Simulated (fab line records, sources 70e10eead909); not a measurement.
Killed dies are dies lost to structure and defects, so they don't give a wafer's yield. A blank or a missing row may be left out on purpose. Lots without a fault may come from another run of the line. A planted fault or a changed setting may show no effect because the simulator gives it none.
Chamber matching | flow nand_harc | NHARC_A_CHANNEL_HOLE_D1_ETCH_44 on rie_diel-05: 4 sister chambers
The step etches the open film in CF4/O2, target depth 140 nm, overetch 14 nm, time 77 s. 4 wafers are shown with their chamber, then 8 later ones without.

WAFERS WITH THEIR CHAMBER
wafer  | chamber | drypump_motor_current_A (A)
L485.2 | 2       | 6.3
L492.2 | 1       | 5.7
L492.4 | 3       | 6.0
L493.2 | 0       | 5.2

WAFERS WITHOUT THEIR CHAMBER
wafer  | drypump_motor_current_A (A)
L493.3 | 6.0
L493.4 | 6.3
L494.3 | 5.7
L494.5 | 5.2
L494.6 | 6.0
L497.1 | 5.7
L497.3 | 6.0
L497.5 | 6.4

WHICH CHAMBER EACH WENT THROUGH
wafer  | from the rows above | in truth
L493.3 | 3                   | 3
L493.4 | 2                   | 2
L494.3 | 1                   | 1
L494.5 | 0                   | 0
L494.6 | 3                   | 3
L497.1 | 1                   | 1
L497.3 | 3                   | 3
L497.5 | 2                   | 2
Placed correctly: 8 of 8. Can't be placed from these rows: 0. Placed wrongly: 0.
How it was worked out, from the rows above alone: a wafer's distance from a chamber is the root of the sum, over the readings, of the square of ((its reading less the chamber's mean) divided by the reading's scatter). The wafer belongs to the nearest chamber; if the next one is less than 2 further off, it can't be placed. A chamber's mean is the mean of its shown wafers. The scatter: with one shown wafer a chamber, the root of the mean of the squares of how far each hidden wafer lies from its nearest shown one.
